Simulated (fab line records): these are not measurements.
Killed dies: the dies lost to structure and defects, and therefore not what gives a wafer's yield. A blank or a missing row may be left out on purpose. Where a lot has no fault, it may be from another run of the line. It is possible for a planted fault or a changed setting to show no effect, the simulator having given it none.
Which tool was responsible?    flow nand harc    12 lots with 36 wafers sampled at 5 steps, on a route of 1302 steps

WHAT THE GAUGES READ, wafer by wafer
NHARC_END_SORT_01. Usual: defect limited yield is 91.1 % with standard deviation 2.9, killed at array is 55 with standard deviation 20, killed at other is 0.7 with standard deviation 0.96, killed at periphery is 4.1 with standard deviation 2.4, killed dies is 60 with standard deviation 20, killed open is 3.3 with standard deviation 1.9, and killed short is 2.8 with standard deviation 1.6.
lot   measured      on         defect limited yield (%)  killed at array  killed at other  killed at periphery  killed dies  killed open  killed short  flag
L740  day 29 00:48  prober-02  93.9 93.6 93.8            35 33 35         0 3 2            6 7 5                41 43 42     1 3 7        2 1 6         

WHAT TOOL EACH LOT RAN ON (gives the tool, then ch and the chambers of the sampled wafers, and finally the start)
lot   NHARC_P_M1_ETCH_35                  NHARC_P_M1_ETCH_28                             NHARC_P_M1_DEGAS_29           NHARC_P_M1_CMP_23
L730  rie diel-03 ch 1,2,3, day 6 17:23   rie diel-07 ch 1,3, day 6 19:16 or earlier     pvd sputter-02, day 6 19:16   cmp-04 ch 0,2,3, day 6 20:20
L731  rie diel-03 ch 1,3, day 6 23:06     rie diel-07 ch 1,2, day 7 00:06 or earlier     pvd sputter-02, day 7 00:06   cmp-02 ch 1,2, day 7 01:11
L732  rie diel-07 ch 1,2, day 7 16:10     rie diel-06 ch 0,1,2, day 7 17:07 or earlier   pvd sputter-02, day 7 17:07   cmp-02 ch 0,3, day 7 18:12
L733  rie diel-07 ch 2,3, day 8 00:05     rie diel-06 ch 1,3, day 8 01:08 or earlier     pvd sputter-01, day 8 01:08   cmp-02 ch 0,3, day 8 02:13
L734  rie diel-07 ch 1,3, day 8 05:05     rie diel-03 ch 0,2,3, day 8 06:03 or earlier   pvd sputter-01, day 8 06:03   cmp-02 ch 1,2, day 8 07:08
L735  rie diel-06 ch 0,1,2, day 8 21:02   rie diel-03 ch 0,1,2, day 8 21:59 or earlier   pvd sputter-03, day 8 21:59   cmp-02 ch 1,2, day 8 23:06
L736  rie diel-06 ch 1,2,3, day 8 22:20   rie diel-07 ch 1,2,3, day 8 23:17 or earlier   pvd sputter-02, day 8 23:17   cmp-04 ch 1,2, day 9 00:21
L738  rie diel-06 ch 1,2, day 9 22:39     rie diel-03 ch 0,2,3, day 9 23:35 or earlier   pvd sputter-02, day 9 23:35   cmp-04 ch 1,3, day 10 00:41
L739  rie diel-07 ch 2,3, day 10 12:16    rie diel-07 ch 1,2,3, day 10 13:11 or earlier  pvd sputter-03, day 10 13:11  cmp-04 ch 0,1,3, day 10 14:38
L740  rie diel-06 ch 0,3, day 10 15:07    rie diel-07 ch 2,3, day 10 16:04 or earlier    pvd sputter-02, day 10 16:04  cmp-03 ch 2,3, day 10 17:26
L749  rie diel-06 ch 1,2,3, day 14 13:50  rie diel-06 ch 1,2,3, day 14 14:52 or earlier  pvd sputter-02, day 14 14:52  cmp-04 ch 0,1, day 14 15:58
L750  rie diel-06 ch 1,2,3, day 14 23:59  rie diel-07 ch 2,3, day 15 00:56 or earlier    pvd sputter-03, day 15 00:56  cmp-03 ch 0,2,3, day 15 02:44
- NHARC_P_M1_ETCH_35: etches the open film in N2/H2, target depth 40 nm, overetch 12 nm, time 43.94 s.
- NHARC_P_M1_ETCH_28: etches the open film in CF4/N2, target depth 30 nm, time 72.99 s.
- NHARC_P_M1_DEGAS_29: time 60 s.
- NHARC_P_M1_CMP_23: polishes, t overpolish 20 s, target thk 157.82 nm.

AS READ BY THE TOOLS THEMSELVES (means over the sampled wafers that have a number; for cases with no such wafer, the mark the record gives instead)
NHARC_P_M1_ETCH_35. Usual: drypump motor current A 5.7 A, standard deviation 0.48; oes product au 1.000 a.u., standard deviation 0.012; rf vpp V 431.0 V, standard deviation 2.8; showerhead plenum p Torr 2.06 Torr, standard deviation 0.098; throttle valve pct 14.171 %, standard deviation 0.0087.
lot   tool         drypump motor current A (A)  oes product au (a.u.)  rf vpp V (V)  showerhead plenum p Torr (Torr)  throttle valve pct (%)  flag
L730  rie diel-03  5.4                          0.995                  429.9         2.04                             14.177                  
L731  rie diel-03  5.5                          1.006                  430.6         2.04                             14.172                  
L732  rie diel-07  6.4                          0.992                  429.5         2.02                             14.178                  
L733  rie diel-07  5.6                          0.993                  429.4         1.99                             14.175                  
L734  rie diel-07  6.0                          1.011                  431.0         2.05                             14.163                  
L735  rie diel-06  5.6                          1.001                  431.4         2.07                             14.168                  
L736  rie diel-06  5.5                          1.011                  430.7         2.07                             14.172                  
L738  rie diel-06  5.2                          1.011                  429.4         1.98                             14.176                  
L739  rie diel-07  6.0                          1.003                  429.2         1.99                             14.164                  
L740  rie diel-06  5.9                          0.995                  434.1         2.20                             14.177                  
L749  rie diel-06  5.5                          0.932                  431.7         2.07                             14.172                  OFF
L750  rie diel-06  5.5                          0.874                  431.0         2.07                             14.174                  OFF

NHARC_P_M1_ETCH_28. Usual: drypump motor current A 5.7 A, standard deviation 0.52; oes product au 0.997 a.u., standard deviation 0.013; rf vpp V 313.9 V, standard deviation 1.9; showerhead plenum p Torr 2.61 Torr, standard deviation 0.1; throttle valve pct 19.794 %, standard deviation 0.0091.
lot   tool         drypump motor current A (A)  oes product au (a.u.)  rf vpp V (V)  showerhead plenum p Torr (Torr)  throttle valve pct (%)  flag
L730  rie diel-07  6.0                          1.004                  314.4         2.64                             19.797                  
L731  rie diel-07  6.4                          0.998                  313.4         2.64                             19.784                  
L732  rie diel-06  5.6                          0.999                  315.1         2.66                             19.803                  
L733  rie diel-06  5.2                          1.002                  314.2         2.61                             19.802                  
L734  rie diel-03  5.7                          0.996                  314.7         2.64                             19.793                  
L735  rie diel-03  5.3                          0.992                  313.4         2.56                             19.790                  
L736  rie diel-07  6.0                          1.002                  312.6         2.60                             19.789                  
L738  rie diel-03  5.7                          0.985                  313.8         2.64                             19.797                  
L739  rie diel-07  6.0                          0.997                  313.9         2.60                             19.797                  
L740  rie diel-07  6.0                          0.999                  312.6         2.57                             19.796                  
L749  rie diel-06  5.5                          0.987                  314.4         2.66                             19.795                  
L750  rie diel-07  6.0                          0.995                  313.1         2.56                             19.797                  

NHARC_P_M1_DEGAS_29. Usual: heater power w reads 342 W (standard deviation 38).
lot   tool            heater power w (W)  flag
L730  pvd sputter-02  333                 
L731  pvd sputter-02  314                 
L732  pvd sputter-02  313                 
L733  pvd sputter-01  412                 
L734  pvd sputter-01  373                 
L735  pvd sputter-03  327                 
L736  pvd sputter-02  316                 
L738  pvd sputter-02  329                 
L739  pvd sputter-03  299                 
L740  pvd sputter-02  316                 
L749  pvd sputter-02  321                 
L750  pvd sputter-03  318                 

NHARC_P_M1_CMP_23. Usual: motor current A 12.3 A, standard deviation 1.2; time to endpoint s 28.9 s, standard deviation 2.8.
lot   tool    motor current A (A)  time to endpoint s (s)  flag
L730  cmp-04  12.8                 28.6                    
L731  cmp-02  12.5                 26.1                    
L732  cmp-02  12.3                 31.7                    
L733  cmp-02  11.6                 30.5                    
L734  cmp-02  12.6                 25.1                    
L735  cmp-02  12.4                 27.2                    
L736  cmp-04  11.6                 28.3                    
L738  cmp-04  13.3                 29.1                    
L739  cmp-04  12.5                 28.7                    
L740  cmp-03  12.2                 26.3                    
L749  cmp-04  11.9                 31.2                    
L750  cmp-03  13.0                 28.0                    

THE ANSWER, worked out from the rows above alone
Rule: a lot counts as off when the mean over its wafers that have a number is more than 3 standard deviations away from the usual mean. A lot without any number at a reading at which 4 lots or more have one is off too. Where the step has rows for the other lots, those lots are counted as sound. The gauges are gone through in route order, then the tools' own readings, and for those a lot's mean is taken as printed above. The first step at which some lot is off is used, and at that step the reading that is off furthest; a lot without a number counts as furthest.
Off, at NHARC_P_M1_ETCH_35 on oes product au: L749, L750.
A tool fits if, at that step or a process step before it, it ran every lot that is off, and no sound lot after the first of them. One candidate fits, namely rie diel-06 at NHARC_P_M1_ETCH_35. Its last sound lot is L740 (day 10 15:07), its first lot that is off L749 (day 14 13:50): a fault that began between those two fits.
The tool's own readings at NHARC_P_M1_ETCH_35 bear it out: on the lots that are off they differ by more than 5 times the standard deviation of the sound lots' means. oes product au reads 0.903 a.u. there against 1.002 a.u. on the sound lots.

WHAT THE SIMULATOR HAD INSERTED
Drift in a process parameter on rie diel-06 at NHARC_P_M1_ETCH_35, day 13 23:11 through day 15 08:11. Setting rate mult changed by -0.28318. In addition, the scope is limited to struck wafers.
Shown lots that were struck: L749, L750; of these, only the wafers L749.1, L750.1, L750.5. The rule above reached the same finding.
